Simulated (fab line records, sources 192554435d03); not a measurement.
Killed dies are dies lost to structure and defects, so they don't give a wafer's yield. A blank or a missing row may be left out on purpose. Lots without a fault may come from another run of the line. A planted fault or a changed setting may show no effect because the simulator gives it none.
Which tool did it? | flow n5_finfet | 12 lots, 33 wafers sampled, at 4 steps of a route of 1938

WHAT THE GAUGES READ, wafer by wafer
N5_BEOL_M4_RC_MEAS_101. Usual: DIBL_N 35.8 mV/V, standard deviation 2.2; DIBL_P 35.3 mV/V, standard deviation 2.7; IOFF_N 0.16 nA/um, standard deviation 0.043; IOFF_P 0.21 nA/um, standard deviation 0.043; ION_N 676 uA/um, standard deviation 15; ION_P 463 uA/um, standard deviation 9.1; SS_N 71.4 mV/dec, standard deviation 0.77; SS_P 73.0 mV/dec, standard deviation 0.79; VT_N 250 mV, standard deviation 4; VT_P -249.8 mV, standard deviation 2.8.
lot  | measured     | on        | DIBL_N (mV/V)  | DIBL_P (mV/V)  | IOFF_N (nA/um) | IOFF_P (nA/um) | ION_N (uA/um) | ION_P (uA/um) | SS_N (mV/dec)  | SS_P (mV/dec)  | VT_N (mV)   | VT_P (mV)            | flag
L342 | day 9 01:29  | prober-02 | 29.6 38.5 38.8 | 29.3 39.2 39.7 | 0.08 0.23 0.24 | 0.13 0.27 0.27 | 641 693 691   | 453 474 465   | 70.4 71.8 72.6 | 72.0 74.0 74.1 | 259 244 245 | -254.3 -245.1 -245.0 |
L343 | day 9 05:35  | prober-01 | 36.5 37.2 39.8 | 36.3 36.8 37.5 | 0.16 0.18 0.22 | 0.23 0.22 0.24 | 654 691 664   | 450 467 453   | 71.3 72.1 73.1 | 73.1 72.9 73.7 | 250 247 248 | -249.0 -250.4 -246.8 |
L346 | day 9 20:19  | prober-01 | 35.9 36.5      | 37.5 38.6      | 0.16 0.16      | 0.20 0.23      | 672 661       | 460 454       | 71.6 71.9      | 73.0 73.5      | 249 250     | -250.0 -248.3        |
L347 | day 9 21:51  | prober-02 | 32.4 36.9      | 32.2 36.6      | 0.11 0.18      | 0.17 0.23      | 673 680       | 463 460       | 70.6 72.2      | 72.5 73.7      | 253 248     | -250.5 -249.3        |
L345 | day 10 00:14 | prober-02 | 37.4 38.7      | 36.2 38.2      | 0.17 0.19      | 0.24 0.28      | 681 695       | 474 475       | 71.5 72.6      | 73.3 73.8      | 251 247     | -248.1 -247.4        |
L349 | day 10 12:14 | prober-02 | 35.8 37.3 34.9 | 33.7 35.3 34.2 | 0.16 0.17 0.14 | 0.19 0.20 0.19 | 682 685 674   | 468 466 469   | 70.4 71.9 71.3 | 72.5 74.0 73.3 | 247 248 250 | -248.5 -251.6 -251.7 |
L348 | day 10 15:54 | prober-02 | 37.2 38.9 35.4 | 35.2 36.9 33.4 | 0.17 0.19 0.13 | 0.20 0.22 0.17 | 675 687 670   | 458 469 463   | 71.4 71.9 71.0 | 72.9 73.0 72.4 | 249 250 255 | -251.0 -249.8 -253.7 |
L353 | day 11 22:40 | prober-01 | 40.6 32.5 39.4 | 39.8 31.5 38.9 | 0.27 0.11 0.24 | 0.30 0.16 0.28 | 704 668 703   | 478 460 475   | 72.7 70.4 71.9 | 75.1 72.3 74.9 | 240 253 244 | -246.0 -252.3 -246.3 |
L356 | day 12 03:43 | prober-02 | 36.9 36.0 33.5 | 34.9 35.5 31.8 | 0.14 0.16 0.10 | 0.20 0.23 0.16 | 636 680 657   | 451 476 460   | 71.3 71.0 70.1 | 73.2 73.0 72.1 | 253 247 258 | -249.9 -246.2 -248.2 |
L359 | day 13 06:09 | prober-01 | 33.9 36.2 34.3 | 34.6 37.2 35.1 | 0.12 0.16 0.13 | 0.18 0.22 0.19 | 672 685 685   | 462 471 471   | 71.1 72.0 70.7 | 72.8 73.3 72.5 | 251 247 251 | -249.1 -249.4 -250.4 |
L361 | day 13 22:04 | prober-02 | 33.6 34.4 37.1 | 33.1 32.8 36.3 | 0.12 0.14 0.17 | 0.17 0.16 0.21 | 673 679 673   | 463 453 449   | 70.5 71.0 72.3 | 72.1 72.0 73.5 | 251 252 250 | -255.0 -253.8 -249.5 |
L362 | day 14 02:41 | prober-01 | 35.3 35.0 35.3 | 33.6 31.5 33.0 | 0.14 0.12 0.14 | 0.21 0.16 0.18 | 667 660 682   | 466 459 466   | 71.1 71.0 71.3 | 72.9 72.0 72.1 | 249 254 251 | -250.5 -252.2 -250.8 |

N5_BEOL_M15_THK_MEAS_50: measures by xrf. Usual: M15_THK 845 nm, standard deviation 20.
lot  | measured     | on            | M15_THK (nm) | flag
L342 | day 12 16:46 | film_metro-01 | 842 845 856  |
L343 | day 13 00:07 | film_metro-02 | 841 854 845  |
L346 | day 13 17:01 | film_metro-02 | 824 837      |
L347 | day 13 17:21 | film_metro-01 | 821 854      |
L345 | day 14 00:32 | film_metro-02 | 863 853      |
L349 | day 14 14:41 | film_metro-02 | 844 846 823  |
L348 | day 14 16:02 | film_metro-02 | 843 845 816  |
L353 | day 16 14:33 | film_metro-02 | 867 832 857  |
L356 | day 16 20:31 | film_metro-01 | 826 836 878  |
L359 | day 17 10:01 | film_metro-01 | 831 871 823  |
L361 | day 18 05:59 | film_metro-01 | 805 807 852  |
L362 | day 18 20:16 | film_metro-01 | 856 836 881  |

WHICH TOOL RAN EACH LOT (tool, then ch and the chambers of the sampled wafers, then the start)
lot  | N5_BEOL_M15_DEGAS_41         | N5_BEOL_M15_ANNEAL_48
L342 | pvd_sputter-02, day 12 15:34 | rtp_anneal-01 ch 0, day 12 16:10
L343 | pvd_sputter-01, day 12 22:10 | rtp_anneal-02 ch 0, day 12 23:36
L346 | pvd_sputter-02, day 13 15:49 | rtp_anneal-01 ch 0, day 13 16:25
L347 | pvd_sputter-01, day 13 16:09 | rtp_anneal-01 ch 0, day 13 16:53
L345 | pvd_sputter-03, day 13 22:50 | rtp_anneal-02 ch 0, day 13 23:56
L349 | pvd_sputter-02, day 14 11:48 | rtp_anneal-02 ch 0, day 14 14:08
L348 | pvd_sputter-02, day 14 12:22 | rtp_anneal-02 ch 0, day 14 15:29
L353 | pvd_sputter-03, day 16 09:09 | rtp_anneal-02 ch 0, day 16 14:02
L356 | pvd_sputter-02, day 16 16:04 | rtp_anneal-02 ch 0, day 16 19:55
L359 | pvd_sputter-02, day 17 08:47 | rtp_anneal-01 ch 0, day 17 09:26
L361 | pvd_sputter-03, day 18 04:48 | rtp_anneal-01 ch 0, day 18 05:32
L362 | pvd_sputter-03, day 18 18:39 | rtp_anneal-02 ch 0, day 18 19:34
- N5_BEOL_M15_DEGAS_41: time 60 s.
- N5_BEOL_M15_ANNEAL_48: time 90 s.

WHAT THE TOOLS THEMSELVES READ (means of the sampled wafers that have a number; where no wafer has one, the mark that the record gives instead)
N5_BEOL_M15_DEGAS_41. Usual: heater_power_w 460 W, standard deviation 50.
lot  | tool           | heater_power_w (W) | flag
L342 | pvd_sputter-02 | 480                |
L343 | pvd_sputter-01 | 424                |
L346 | pvd_sputter-02 | 490                |
L347 | pvd_sputter-01 | 456                |
L345 | pvd_sputter-03 | 468                |
L349 | pvd_sputter-02 | 499                |
L348 | pvd_sputter-02 | 458                |
L353 | pvd_sputter-03 | 419                |
L356 | pvd_sputter-02 | 501                |
L359 | pvd_sputter-02 | 472                |
L361 | pvd_sputter-03 | 452                |
L362 | pvd_sputter-03 | 437                |

N5_BEOL_M15_ANNEAL_48. Usual: wafer_temp_C_max 225.83, standard deviation 0.25.
lot  | tool          | wafer_temp_C_max | flag
L342 | rtp_anneal-01 | 225.43           |
L343 | rtp_anneal-02 | 225.95           |
L346 | rtp_anneal-01 | 225.64           |
L347 | rtp_anneal-01 | 225.76           |
L345 | rtp_anneal-02 | 225.91           |
L349 | rtp_anneal-02 | 225.65           |
L348 | rtp_anneal-02 | 226.02           |
L353 | rtp_anneal-02 | 226.07           |
L356 | rtp_anneal-02 | 226.06           |
L359 | rtp_anneal-01 | 225.76           |
L361 | rtp_anneal-01 | 225.76           |
L362 | rtp_anneal-02 | 225.87           |

THE ANSWER, worked out from the rows above alone
Rule: a lot is off if the mean of its wafers that have a number lies more than 3 standard deviations from the usual mean. A lot without any number at a reading at which 4 lots or more have one is off too. The other lots that the step has rows for count as sound. The gauges are gone through in route order, then the tools' own readings, and for those a lot's mean is taken as printed above. The first step at which some lot is off is used, and at that step the reading that is off furthest; a lot without a number counts as furthest.
No lot is off at any reading shown: from this, nothing can be told.

WHAT THE SIMULATOR HAD PUT IN
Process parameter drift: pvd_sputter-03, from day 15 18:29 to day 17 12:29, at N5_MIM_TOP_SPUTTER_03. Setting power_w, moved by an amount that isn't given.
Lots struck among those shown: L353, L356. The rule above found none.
